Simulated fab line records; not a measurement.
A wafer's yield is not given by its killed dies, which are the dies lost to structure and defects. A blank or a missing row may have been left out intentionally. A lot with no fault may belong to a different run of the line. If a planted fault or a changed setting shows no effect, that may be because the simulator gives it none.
fab line records + flow nandHarc
record:
- lots: 14
- wafers: 42
- lastDay: 24
route steps=1159 shown A_CONTACT@884 END@1159
lots that met no fault: from a run of the same line without faults
startH: hours from the record's first day to the start of the lot's first wafer shown + waitH: how many hours have passed since the lot's step before this one + " as in the row above + L1.1+2: a single row standing in for several wafers + - no value present, or no start provided + * or withheld: withheld + < > ~ a bound
route shown NAME@n: a module of which the file shows steps, and the number in the route of the first + usual: average and standard deviation across the fault-free wafers + same: alike in all rows + chamber/n: place in a boat + sites: the reading at each site + _std_site: the standard deviation of these + _edge_site: outer sites' mean less inner sites' + radiusMm: for every site, how far away it sits from the centre of the wafer + mask NAME#n: copy n + behind: the most recent tool/chamber to have shaped the wafer + hold: why the lot went on hold/how many hours it stayed there/how the hold came to an end + device: names the non-switching transistor (n, p or np) + end of line: the tests these same wafers got at the end of their route + a step given without rows: its recipe and nothing more + killed: count of dies lost to structure and defects at first sort (not the wafer's yield) + map: a wafer's dies, marking killed ones x, the rest . and places with no die _
set.NAME: the setting the step ran with; set.NAME@STEP: the setting that earlier step ran with + model.NAME: the simulator's own value behind a step, which no gauge read
one table for each step of the route and one row for each wafer, over a sample of lots
services: the hour from which a tool's chamber was out of use, counted from the record's first day as startH (under 0 if before that day), plus the number of hours and why
== steps ==
step: NHARC_A_CONTACT_DEP_57
recipe:
- targetThkA: 28000
- tempC: 400
- material: aC
usual:
- throttleValvePct: 35.000/0.0084
| lot.wafer | tool      | chamber | startH | waitH | throttleValvePct |
|-----------|-----------|---------|--------|-------|------------------|
| L347.2    | aclDep-03 | 0       | 380.82 | -     | 35.001           |
| L347.3    | "         | 0       | "      | "     | 35.004           |
| L347.4    | "         | 0       | "      | "     | 34.982           |
| L352.1    | aclDep-03 | 0       | 391.48 | -     | 35.008           |
| L352.2    | "         | 0       | "      | "     | 35.003           |
| L352.6    | "         | 0       | 392.89 | -     | 35.009           |
| L354.1    | aclDep-02 | 0       | 401.91 | -     | 35.007           |
| L354.2    | "         | 0       | "      | "     | 35.000           |
| L354.6    | "         | 0       | 403.34 | -     | 35.014           |
| L350.1    | aclDep-03 | 0       | 404.49 | -     | 35.009           |
| L350.5    | "         | 0       | 405.62 | -     | 35.000           |
| L350.6    | "         | 0       | "      | "     | 35.001           |
| L357.1    | aclDep-01 | 0       | 438.97 | -     | 34.991           |
| L357.2    | "         | 0       | "      | "     | 34.999           |
| L357.5    | "         | 0       | "      | "     | 35.011           |
| L359.1    | aclDep-02 | 0       | 440.27 | -     | 34.994           |
| L359.5    | "         | 0       | 441.40 | -     | 35.000           |
| L359.6    | "         | 0       | "      | "     | 34.980           |
| L358.1    | aclDep-03 | 0       | 442.26 | -     | 34.999           |
| L358.4    | "         | 0       | "      | "     | 34.999           |
| L358.6    | "         | 0       | "      | "     | 35.009           |
| L365.4    | aclDep-02 | 0       | 487.22 | -     | 35.004           |
| L365.5    | "         | 0       | "      | "     | 35.001           |
| L365.6    | "         | 0       | "      | "     | 34.986           |
| L366.1    | aclDep-02 | 0       | 488.07 | -     | 35.001           |
| L366.3    | "         | 0       | "      | "     | 35.008           |
| L366.4    | "         | 0       | "      | "     | 35.011           |
| L364.1    | aclDep-03 | 0       | 490.16 | -     | 35.011           |
| L364.3    | "         | 0       | "      | "     | 34.996           |
| L364.4    | "         | 0       | "      | "     | 35.006           |
| L367.4    | aclDep-03 | 0       | 492.74 | -     | 35.016           |
| L367.5    | "         | 0       | "      | "     | 35.004           |
| L367.6    | "         | 0       | "      | "     | 35.004           |
| L368.1    | aclDep-03 | 0       | 508.33 | -     | 35.001           |
| L368.2    | "         | 0       | "      | "     | 35.009           |
| L368.4    | "         | 0       | "      | "     | 34.988           |
| L369.3    | aclDep-03 | 0       | 515.10 | -     | 35.014           |
| L369.4    | "         | 0       | "      | "     | 34.980           |
| L369.6    | "         | 0       | "      | "     | 35.002           |
| L370.1    | aclDep-03 | 0       | 520.02 | -     | 35.007           |
| L370.2    | "         | 0       | "      | "     | 35.001           |
| L370.4    | "         | 0       | "      | "     | 35.003           |
step: NHARC_A_CONTACT_CD_MEAS_69
recipe:
- targetCdNm: 200
- landingEnergyEv: 500
usual:
- cdNm: 199.7/0.52
| lot.wafer | tool     | chamber | startH | waitH | cdNm  |
|-----------|----------|---------|--------|-------|-------|
| L347.2    | cdSem-01 | 0       | 382.99 | -     | 199.8 |
| L347.3    | "        | 0       | "      | "     | 199.9 |
| L347.4    | "        | 0       | "      | "     | 199.4 |
| L352.1    | cdSem-02 | 0       | 393.91 | -     | 200.0 |
| L352.2    | "        | 0       | "      | "     | 200.2 |
| L352.6    | "        | 0       | "      | "     | 200.4 |
| L354.1    | cdSem-01 | 0       | 404.28 | -     | 199.3 |
| L354.2    | "        | 0       | "      | "     | 200.5 |
| L354.6    | "        | 0       | "      | "     | 200.2 |
| L350.1    | cdSem-03 | 0       | 406.80 | -     | 199.7 |
| L350.5    | "        | 0       | "      | "     | 200.3 |
| L350.6    | "        | 0       | "      | "     | 199.7 |
| L357.1    | cdSem-02 | 0       | 441.43 | -     | 199.3 |
| L357.2    | "        | 0       | "      | "     | 199.7 |
| L357.5    | "        | 0       | "      | "     | 199.7 |
| L359.1    | cdSem-02 | 0       | 442.72 | -     | 198.9 |
| L359.5    | "        | 0       | "      | "     | 199.0 |
| L359.6    | "        | 0       | "      | "     | 198.7 |
| L358.1    | cdSem-02 | 0       | 444.70 | -     | 200.1 |
| L358.4    | "        | 0       | "      | "     | 200.6 |
| L358.6    | "        | 0       | "      | "     | 200.0 |
| L365.4    | cdSem-01 | 0       | 488.91 | -     | 199.8 |
| L365.5    | "        | 0       | "      | "     | 200.5 |
| L365.6    | "        | 0       | "      | "     | 200.4 |
| L366.1    | cdSem-03 | 0       | 490.56 | -     | 199.2 |
| L366.3    | "        | 0       | "      | "     | 199.2 |
| L366.4    | "        | 0       | "      | "     | 199.7 |
| L364.1    | cdSem-01 | 0       | 492.64 | -     | 200.3 |
| L364.3    | "        | 0       | "      | "     | 200.5 |
| L364.4    | "        | 0       | "      | "     | 200.2 |
| L367.4    | cdSem-02 | 0       | 494.23 | -     | 199.8 |
| L367.5    | "        | 0       | "      | "     | 199.8 |
| L367.6    | "        | 0       | "      | "     | 200.3 |
| L368.1    | cdSem-01 | 0       | 510.79 | -     | 199.2 |
| L368.2    | "        | 0       | "      | "     | 199.3 |
| L368.4    | "        | 0       | "      | "     | 198.9 |
| L369.3    | cdSem-02 | 0       | 517.01 | -     | 199.9 |
| L369.4    | "        | 0       | "      | "     | 200.5 |
| L369.6    | "        | 0       | "      | "     | 200.4 |
| L370.1    | cdSem-02 | 0       | 522.59 | -     | 199.5 |
| L370.2    | "        | 0       | "      | "     | 199.4 |
| L370.4    | "        | 0       | "      | "     | 199.7 |
step: NHARC_A_CONTACT_ETCH_124
recipe:
- sourceW: withheld
- pressureMtorr: 20
- biasV: withheld
- timeS: 140
- targetDepthA: 7000
- arFlowSccm: withheld
- c4f8FlowSccm: withheld
- o2FlowSccm: withheld
- chemistry: C4F8/O2/Ar
usual:
- chamberPressureMTorr: 20.001/0.018
- oesAirLineAu: 1.003/0.02
| lot.wafer | tool          | chamber | startH | waitH | chamberPressureMTorr | oesAirLineAu | rfHoursCounterH |
|-----------|---------------|---------|--------|-------|----------------------|--------------|-----------------|
| L347.2    | harCapEtch-01 | 0       | 384.30 | -     | 19.963               | 1.013        | 58              |
| L347.4    | "             | 0       | "      | "     | 20.000               | 0.998        | -               |
| L347.3    | "             | 1       | "      | "     | 20.005               | 0.980        | -               |
| L352.2    | harCapEtch-01 | 1       | 395.22 | -     | 20.015               | 0.996        | 61              |
| L352.1    | "             | 0       | "      | "     | 19.979               | 0.980        | 61              |
| L352.6    | "             | 0       | "      | "     | 20.054               | 1.007        | -               |
| L354.2    | harCapEtch-03 | 1       | 405.79 | -     | 20.022               | 1.006        | 85              |
| L354.1    | "             | 0       | "      | "     | 20.012               | 0.997        | 85              |
| L354.6    | "             | 1       | "      | "     | 20.034               | 0.998        | -               |
| L350.1    | harCapEtch-01 | 0       | 408.73 | -     | 19.994               | 1.013        | 64              |
| L350.6    | "             | 1       | "      | "     | 20.023               | 0.999        | -               |
| L350.5    | "             | 0       | "      | "     | 19.979               | 1.018        | -               |
| L357.2    | harCapEtch-01 | 0       | 442.93 | -     | -                    | -            | -               |
| L357.1    | "             | 1       | "      | "     | -                    | -            | -               |
| L357.5    | "             | 0       | "      | "     | -                    | -            | -               |
| L359.1    | harCapEtch-03 | 0       | 444.02 | -     | -                    | -            | -               |
| L359.5    | "             | 0       | "      | "     | -                    | -            | -               |
| L359.6    | "             | 1       | "      | "     | -                    | -            | -               |
| L358.1    | harCapEtch-01 | 1       | 446.04 | -     | -                    | -            | -               |
| L358.4    | "             | 0       | "      | "     | -                    | -            | -               |
| L358.6    | "             | 1       | "      | "     | -                    | -            | -               |
| L365.4    | harCapEtch-01 | 1       | 490.31 | -     | 20.029               | 1.038        | -               |
| L365.5    | "             | 0       | "      | "     | 20.005               | 1.001        | -               |
| L365.6    | "             | 1       | "      | "     | 20.028               | 1.031        | -               |
| L366.1    | harCapEtch-03 | 1       | 491.90 | -     | 20.020               | 0.969        | 99              |
| L366.4    | "             | 0       | "      | "     | 19.982               | 1.029        | -               |
| L366.3    | "             | 1       | "      | "     | 19.995               | 0.992        | -               |
| L364.1    | harCapEtch-02 | 1       | 493.96 | -     | 19.980               | 0.989        | 30              |
| L364.3    | "             | 1       | "      | "     | 19.980               | 1.027        | -               |
| L364.4    | "             | 0       | "      | "     | 20.011               | 1.040        | -               |
| L367.4    | harCapEtch-01 | 0       | 495.60 | -     | 19.972               | 1.035        | -               |
| L367.6    | "             | 0       | "      | "     | 20.012               | 1.014        | -               |
| L367.5    | "             | 1       | "      | "     | 19.998               | 0.982        | -               |
| L368.2    | harCapEtch-03 | 0       | 515.24 | -     | 20.028               | 0.984        | 101             |
| L368.1    | "             | 1       | "      | "     | 20.007               | 0.983        | 101             |
| L368.4    | "             | 1       | "      | "     | 20.025               | 1.006        | -               |
| L369.4    | harCapEtch-02 | 0       | 518.43 | -     | 19.975               | 0.981        | -               |
| L369.3    | "             | 1       | "      | "     | 19.994               | 1.004        | -               |
| L369.6    | "             | 1       | "      | "     | 20.000               | 1.029        | -               |
| L370.1    | harCapEtch-03 | 1       | 524.14 | -     | 19.986               | 1.002        | 104             |
| L370.2    | "             | 0       | "      | "     | 20.010               | 0.990        | 104             |
| L370.4    | "             | 1       | "      | "     | 19.975               | 1.026        | -               |
step: NHARC_A_CONTACT_ETCH_125
recipe:
- sourceW: withheld
- pressureMtorr: 20
- biasV: 1200
- timeS: 155
- targetDepthA: 9560
- arFlowSccm: withheld
- c4f8FlowSccm: withheld
- o2FlowSccm: withheld
- chemistry: C4F8/O2/Ar
usual:
- chamberPressureMTorr: 20.000/0.017
- oesAirLineAu: 1.000/0.022
| lot.wafer | tool          | chamber | startH | waitH | chamberPressureMTorr | oesAirLineAu | rfHoursCounterH |
|-----------|---------------|---------|--------|-------|----------------------|--------------|-----------------|
| L347.2    | harCapEtch-01 | 0       | 384.50 | 0.2   | 20.005               | 0.965        | 58              |
| L347.4    | "             | 0       | "      | "     | 19.981               | 0.983        | -               |
| L347.3    | "             | 1       | "      | "     | 20.030               | 1.008        | -               |
| L352.2    | harCapEtch-01 | 1       | 395.42 | 0.2   | 20.003               | 0.986        | 61              |
| L352.1    | "             | 0       | "      | "     | 20.021               | 1.011        | 61              |
| L352.6    | "             | 0       | "      | "     | 19.977               | 0.992        | -               |
| L354.2    | harCapEtch-03 | 1       | 405.99 | 0.2   | 20.002               | 1.012        | 85              |
| L354.1    | "             | 0       | "      | "     | 19.979               | 0.990        | 85              |
| L354.6    | "             | 1       | "      | "     | 19.989               | 1.009        | -               |
| L350.1    | harCapEtch-01 | 0       | 408.92 | 0.2   | 20.004               | 0.988        | 65              |
| L350.6    | "             | 1       | "      | "     | 19.974               | 0.992        | -               |
| L350.5    | "             | 0       | "      | "     | 20.018               | 0.992        | -               |
| L357.2    | harCapEtch-01 | 0       | 443.14 | 0.2   | 19.996               | 0.981        | 70              |
| L357.1    | "             | 1       | "      | "     | 19.989               | 0.988        | 70              |
| L357.5    | "             | 0       | "      | "     | 20.025               | 0.990        | -               |
| L359.1    | harCapEtch-03 | 0       | 444.22 | 0.2   | 19.968               | 0.971        | 90              |
| L359.5    | "             | 0       | "      | "     | 20.006               | 0.973        | -               |
| L359.6    | "             | 1       | "      | "     | 19.994               | 1.003        | -               |
| L358.1    | harCapEtch-01 | 1       | 446.24 | 0.2   | 20.009               | 1.013        | 71              |
| L358.4    | "             | 0       | "      | "     | 19.988               | 1.018        | -               |
| L358.6    | "             | 1       | "      | "     | 20.017               | 1.010        | -               |
| L365.4    | harCapEtch-01 | 1       | 490.48 | 0.1   | 19.989               | 1.029        | -               |
| L365.5    | "             | 0       | "      | "     | 20.029               | 1.010        | -               |
| L365.6    | "             | 1       | "      | "     | 20.007               | 1.032        | -               |
| L366.1    | harCapEtch-03 | 1       | 492.10 | 0.2   | 19.994               | 0.988        | 99              |
| L366.4    | "             | 0       | "      | "     | 19.972               | 0.974        | -               |
| L366.3    | "             | 1       | "      | "     | 19.982               | 0.983        | -               |
| L364.1    | harCapEtch-02 | 1       | 494.16 | 0.2   | 19.960               | 1.010        | 30              |
| L364.3    | "             | 1       | "      | "     | 20.000               | 1.008        | -               |
| L364.4    | "             | 0       | "      | "     | 19.979               | 1.024        | -               |
| L367.4    | harCapEtch-01 | 0       | 495.78 | 0.1   | 20.020               | 1.002        | -               |
| L367.6    | "             | 0       | "      | "     | 20.033               | 1.026        | -               |
| L367.5    | "             | 1       | "      | "     | 19.993               | 1.008        | -               |
| L368.2    | harCapEtch-03 | 0       | 515.44 | 0.2   | 19.995               | 0.999        | 102             |
| L368.1    | "             | 1       | "      | "     | 19.976               | 1.009        | 102             |
| L368.4    | "             | 1       | "      | "     | 19.993               | 0.970        | -               |
| L369.4    | harCapEtch-02 | 0       | 518.61 | 0.1   | 19.977               | 1.048        | -               |
| L369.3    | "             | 1       | "      | "     | 20.025               | 1.005        | -               |
| L369.6    | "             | 1       | "      | "     | 20.020               | 1.052        | -               |
| L370.1    | harCapEtch-03 | 1       | 524.34 | 0.2   | 20.020               | 1.024        | 104             |
| L370.2    | "             | 0       | "      | "     | 19.989               | 1.036        | 104             |
| L370.4    | "             | 1       | "      | "     | 20.019               | 1.035        | -               |
step: NHARC_END_SORT_01
recipe:
- tempC: 25
usual:
- killedAtArray: 29/10
- killedAtOther: 0.7/1.1
- killedAtPeriphery: 3.2/2.2
- killedDies: 33/11
- killedOpen: 3.5/1.8
- killedShort: 2.0/1.4
same:
- grossDies: 677
| lot.wafer | tool      | chamber | startH | waitH | killedAtArray | killedAtOther | killedAtPeriphery | killedDies | killedOpen | killedShort |
|-----------|-----------|---------|--------|-------|---------------|---------------|-------------------|------------|------------|-------------|
| L357.1    | prober-01 | 0       | 505.93 | 2.5   | 676           | 1             | 0                 | 677        | 3          | 1           |
| L357.2    | prober-01 | 0       | 506.72 | 2.8   | 675           | 2             | 0                 | 677        | 2          | 2           |
| L357.5    | prober-01 | 0       | 509.11 | 3.7   | 675           | 1             | 1                 | 677        | 2          | 3           |
| L359.1    | prober-02 | 0       | 506.07 | 2.5   | 673           | 0             | 4                 | 677        | 3          | 5           |
| L359.5    | prober-02 | 0       | 509.29 | 3.7   | 677           | 0             | 0                 | 677        | 0          | 3           |
| L359.6    | prober-02 | 0       | 510.10 | 4.0   | 675           | 0             | 2                 | 677        | 2          | 2           |
| L358.1    | prober-02 | 0       | 513.93 | 2.5   | 669           | 0             | 8                 | 677        | 3          | 1           |
| L358.4    | prober-02 | 0       | 516.32 | 3.4   | 668           | 1             | 8                 | 677        | 5          | 3           |
| L358.6    | prober-02 | 0       | 517.90 | 4.0   | 669           | 1             | 7                 | 677        | 4          | 2           |
| L364.1    | prober-01 | 0       | 558.70 | 2.6   | 15            | 0             | 2                 | 17         | 6          | 5           |
| L364.3    | prober-01 | 0       | 560.32 | 3.1   | 12            | 0             | 2                 | 14         | 2          | 1           |
| L364.4    | prober-01 | 0       | 561.13 | 3.4   | 6             | 2             | 1                 | 9          | 2          | 1           |
| L366.1    | prober-02 | 0       | 566.50 | 2.5   | 47            | 0             | 1                 | 48         | 3          | 1           |
| L366.3    | prober-02 | 0       | 568.08 | 3.1   | 29            | 2             | 1                 | 32         | 3          | 2           |
| L366.4    | prober-02 | 0       | 568.87 | 3.4   | 32            | 2             | 1                 | 35         | 2          | 3           |
| L368.1    | prober-02 | 0       | 574.24 | 2.5   | 41            | 0             | 2                 | 43         | 3          | 2           |
| L368.2    | prober-02 | 0       | 575.04 | 2.8   | 43            | 2             | 3                 | 48         | 2          | 2           |
| L368.4    | prober-02 | 0       | 576.63 | 3.4   | 25            | 0             | 1                 | 26         | 2          | 1           |
| L369.3    | prober-01 | 0       | 577.91 | 3.2   | 21            | 2             | 5                 | 28         | 1          | 3           |
| L369.4    | prober-01 | 0       | 578.73 | 3.5   | 23            | 0             | 4                 | 27         | 4          | 1           |
| L369.6    | prober-01 | 0       | 580.38 | 4.1   | 27            | 0             | 3                 | 30         | 6          | 1           |
| L370.1    | prober-02 | 0       | 584.53 | 2.5   | 34            | 2             | 4                 | 40         | 5          | 3           |
| L370.2    | prober-02 | 0       | 585.33 | 2.8   | 53            | 4             | 3                 | 60         | 6          | 3           |
| L370.4    | prober-02 | 0       | 586.92 | 3.4   | 34            | 2             | 4                 | 40         | 6          | 3           |
killed by level:class
L357.1 A_CONTACT:areaEtch=650 A_CHANNEL_HOLE_D1:chamberFilmFlake=12 A_STAIRCASE:chamberFilmFlake=4 A_CONTACT:chamberFilmFlake=4 A_M0:geometricParticle:open=2 A_SLIT:chamberFilmFlake=2 A_CONTACT:geometricParticle:short=1 A_CONTACT:geometricParticle:open=1
L359.1 A_CONTACT:areaEtch=631 A_CHANNEL_HOLE_D1:chamberFilmFlake=15 A_SLIT:chamberFilmFlake=13 A_CHANNEL_HOLE_D1:geometricParticle:short=3 P_M2:chamberFilmFlake=3 A_STAIRCASE:chamberFilmFlake=3 A_CONTACT:chamberFilmFlake=3 A_ONON_D1:geometricParticle:open=2
L357.2 A_CONTACT:areaEtch=649 A_CHANNEL_HOLE_D1:chamberFilmFlake=12 A_STAIRCASE:chamberFilmFlake=5 A_SLIT:chamberFilmFlake=3 A_CONTACT:chamberFilmFlake=2 THIN_TSV:chamberFilmFlake=2 A_ONON_D1:geometricParticle:short=1 A_CHANNEL_FILL_D1:geometricParticle:open=1
L357.5 A_CONTACT:areaEtch=646 A_CHANNEL_HOLE_D1:chamberFilmFlake=14 A_SLIT:chamberFilmFlake=5 A_STAIRCASE:chamberFilmFlake=3 A_CONTACT:geometricParticle:open=2 A_CONTACT:chamberFilmFlake=2 A_ONON_D1:geometricParticle:short=1 A_CHANNEL_FILL_D1:geometricParticle:short=1
L359.5 A_CONTACT:areaEtch=623 A_CHANNEL_HOLE_D1:chamberFilmFlake=19 A_SLIT:chamberFilmFlake=16 A_STAIRCASE:chamberFilmFlake=9 A_CONTACT:chamberFilmFlake=4 A_WL_FILL:chamberFilmFlake=3 A_CHANNEL_FILL_D1:geometricParticle:short=1 A_WL_FILL:geometricParticle:short=1
L359.6 A_CONTACT:areaEtch=638 A_CHANNEL_HOLE_D1:chamberFilmFlake=13 A_SLIT:chamberFilmFlake=11 A_STAIRCASE:chamberFilmFlake=7 A_M0:geometricParticle:open=2 A_CONTACT:chamberFilmFlake=2 P_CONTACT:geometricParticle:short=1 A_CONTACT:geometricParticle:short=1
L358.1 A_CONTACT:areaEtch=631 A_CHANNEL_HOLE_D1:chamberFilmFlake=19 A_SLIT:chamberFilmFlake=12 A_STAIRCASE:chamberFilmFlake=5 P_M2:chamberFilmFlake=4 P_GATE:chamberFilmFlake=2 P_GATE:geometricParticle:open=1 P_M2:geometricParticle:open=1
L358.4 A_CONTACT:areaEtch=625 A_CHANNEL_HOLE_D1:chamberFilmFlake=14 A_STAIRCASE:chamberFilmFlake=13 A_SLIT:chamberFilmFlake=7 P_M2:chamberFilmFlake=6 A_ONON_D1:geometricParticle:open=2 A_CHANNEL_FILL_D1:geometricParticle:short=2 A_CONTACT:geometricParticle:open=2
L358.6 A_CONTACT:areaEtch=630 A_CHANNEL_HOLE_D1:chamberFilmFlake=19 A_SLIT:chamberFilmFlake=10 P_M2:chamberFilmFlake=5 A_STAIRCASE:chamberFilmFlake=4 A_SGD_CUT:geometricParticle:open=2 P_GATE:geometricParticle:short=1 A_ONON_D1:geometricParticle:open=1
L364.1 A_CHANNEL_HOLE_D1:chamberFilmFlake=3 A_CONTACT:chamberFilmFlake=3 A_SOURCE_PLATE:geometricParticle:open=2 A_CONTACT:geometricParticle:open=2 P_GATE:geometricParticle:short=1 P_CONTACT:geometricParticle:short=1 A_SOURCE_PLATE:geometricParticle:short=1 A_ONON_D1:geometricParticle:open=1
L364.3 A_CHANNEL_HOLE_D1:chamberFilmFlake=5 A_CONTACT:chamberFilmFlake=4 A_CONTACT:geometricParticle:open=1 A_M0:geometricParticle:open=1 A_M0:geometricParticle:short=1 P_ZERO_WELL:chamberFilmFlake=1 P_M0:chamberFilmFlake=1
L364.4 A_CONTACT:chamberFilmFlake=3 THIN_TSV:chamberFilmFlake=2 A_SOURCE_PLATE:geometricParticle:short=1 A_SGD_CUT:geometricParticle:open=1 A_M0:geometricParticle:open=1 P_ZERO_WELL:chamberFilmFlake=1
L366.1 A_SLIT:chamberFilmFlake=18 A_CHANNEL_HOLE_D1:chamberFilmFlake=17 A_ZERO_WELL:chamberFilmFlake=4 A_STAIRCASE:chamberFilmFlake=2 A_CONTACT:chamberFilmFlake=2 A_ONON_D1:geometricParticle:short=1 A_WL_FILL:geometricParticle:open=1 A_CONTACT:geometricParticle:open=1
L366.3 A_CHANNEL_HOLE_D1:chamberFilmFlake=11 A_SLIT:chamberFilmFlake=8 A_CONTACT:geometricParticle:open=3 A_ZERO_WELL:chamberFilmFlake=2 A_WL_FILL:chamberFilmFlake=2 THIN_TSV:chamberFilmFlake=2 A_SGD_CUT:geometricParticle:short=1 A_CONTACT:geometricParticle:short=1
L366.4 A_SLIT:chamberFilmFlake=18 A_CHANNEL_HOLE_D1:chamberFilmFlake=7 THIN_TSV:chamberFilmFlake=2 A_ONON_D1:geometricParticle:short=1 A_WL_FILL:geometricParticle:short=1 A_WL_FILL:geometricParticle:open=1 A_CONTACT:geometricParticle:open=1 A_M0:geometricParticle:short=1
L368.1 A_SLIT:chamberFilmFlake=15 A_CHANNEL_HOLE_D1:chamberFilmFlake=13 A_SGD_CUT:chamberFilmFlake=3 A_ZERO_WELL:chamberFilmFlake=3 A_BLC:geometricParticle:open=2 A_CHANNEL_FILL_D1:geometricParticle:open=1 A_BLC:geometricParticle:short=1 A_BONDPAD:geometricParticle:short=1
L368.2 A_SLIT:chamberFilmFlake=21 A_CHANNEL_HOLE_D1:chamberFilmFlake=10 A_SGD_CUT:chamberFilmFlake=4 A_CONTACT:chamberFilmFlake=3 A_STAIRCASE:chamberFilmFlake=2 THIN_TSV:chamberFilmFlake=2 P_M0:geometricParticle:open=1 A_CHANNEL_FILL_D1:geometricParticle:short=1
L368.4 A_SLIT:chamberFilmFlake=11 A_CHANNEL_HOLE_D1:chamberFilmFlake=6 A_SGD_CUT:chamberFilmFlake=6 P_M0:geometricParticle:open=1 A_SGD_CUT:geometricParticle:open=1 A_BONDPAD:geometricParticle:short=1
L369.3 A_CHANNEL_HOLE_D1:chamberFilmFlake=9 A_WL_FILL:chamberFilmFlake=5 P_M1:chamberFilmFlake=3 A_STAIRCASE:chamberFilmFlake=3 THIN_TSV:chamberFilmFlake=2 P_M0:geometricParticle:short=1 P_M1:geometricParticle:short=1 A_CONTACT:geometricParticle:open=1
L369.4 A_CHANNEL_HOLE_D1:chamberFilmFlake=7 A_M1:chamberFilmFlake=4 P_GATE:chamberFilmFlake=2 P_M1:chamberFilmFlake=2 A_M0:chamberFilmFlake=2 A_ONON_D1:geometricParticle:open=1 A_ONON_D1:geometricParticle:short=1 A_SGD_CUT:geometricParticle:open=1
L369.6 A_CHANNEL_HOLE_D1:chamberFilmFlake=13 A_CONTACT:geometricParticle:open=2 P_GATE:chamberFilmFlake=2 A_CHANNEL_FILL_D1:chamberFilmFlake=2 P_M0:geometricParticle:open=1 A_WL_FILL:geometricParticle:open=1 A_BLC:geometricParticle:short=1 A_M0:geometricParticle:open=1
L370.1 A_SLIT:chamberFilmFlake=11 A_CHANNEL_HOLE_D1:chamberFilmFlake=7 A_CHANNEL_FILL_D1:chamberFilmFlake=3 A_CONTACT:chamberFilmFlake=3 A_BONDPAD:chamberFilmFlake=3 A_WL_FILL:geometricParticle:open=2 THIN_TSV:chamberFilmFlake=2 P_STI:geometricParticle:short=1
L370.2 A_SLIT:chamberFilmFlake=21 A_CHANNEL_HOLE_D1:chamberFilmFlake=10 A_CONTACT:chamberFilmFlake=8 A_STAIRCASE:chamberFilmFlake=4 THIN_TSV:chamberFilmFlake=4 A_CHANNEL_FILL_D1:geometricParticle:short=2 A_CHANNEL_FILL_D1:chamberFilmFlake=2 P_GATE:geometricParticle:open=1
L370.4 A_SLIT:chamberFilmFlake=12 A_BONDPAD:chamberFilmFlake=5 A_CONTACT:chamberFilmFlake=3 A_STAIRCASE:chamberFilmFlake=2 A_WL_FILL:chamberFilmFlake=2 THIN_TSV:chamberFilmFlake=2 P_STI:geometricParticle:open=1 P_GATE:geometricParticle:open=1
== services ==
| tool          | chamber | startH | hours | kind   |
|---------------|---------|--------|-------|--------|
| aclDep-03     | -       | 406.18 | 13.0  | pm     |
| harCapEtch-03 | -       | 429.71 | 0.7   | repair |
| harCapEtch-02 | -       | 472.27 | 0.2   | repair |
| aclDep-01     | -       | 476.75 | 13.0  | pm     |
| harCapEtch-02 | -       | 504.24 | 2.4   | repair |
== key ==
firstSign:
- step: NHARC_A_CONTACT_ETCH_124
- reading: toolRecord
- direction: missing
effect:
- step: NHARC_END_SORT_01
- reading: killedAtArray
- direction: up
- sigmas: 63
- usual: 29
- struck: 673
moreKillsBornAt:
- NHARC_A_CONTACT_ETCH_124@harCapEtch-01: 3831
- NHARC_A_CONTACT_ETCH_124@harCapEtch-03: 1892
metAt NHARC_A_CONTACT_ETCH_124
struckLots L357,L358,L359
laterRowsLeftOut L357.1,L357.2,L357.5,L358.1,L358.4,L358.6,L359.1,L359.5,L359.6
testerLeftOut L357,L358,L359
notActingAt NHARC_A_CONTACT_DEP_57,NHARC_A_CONTACT_CD_MEAS_69,NHARC_A_CONTACT_ETCH_125
onsetBetween 408.73 442.93
fault:
- kind: skippedStepWhole
- tool: harCapEtch-01,harCapEtch-03
- chamber: -
- onsetH: 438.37
- steps: NHARC_A_CONTACT_ETCH_124
- scope: struckLotsOnly
testerLeftOut: of these lots the tester's yield and bins aren't shown, on N5 and GAA mostly nor the transistor test; their killed dies are dies lost to structure and defects alone, not to doping, threshold or leakage, so they don't give the yield
laterRowsLeftOut: the simulator's readings of these wafers behind a module that went badly wrong aren't trusted and aren't shown, but for the sort
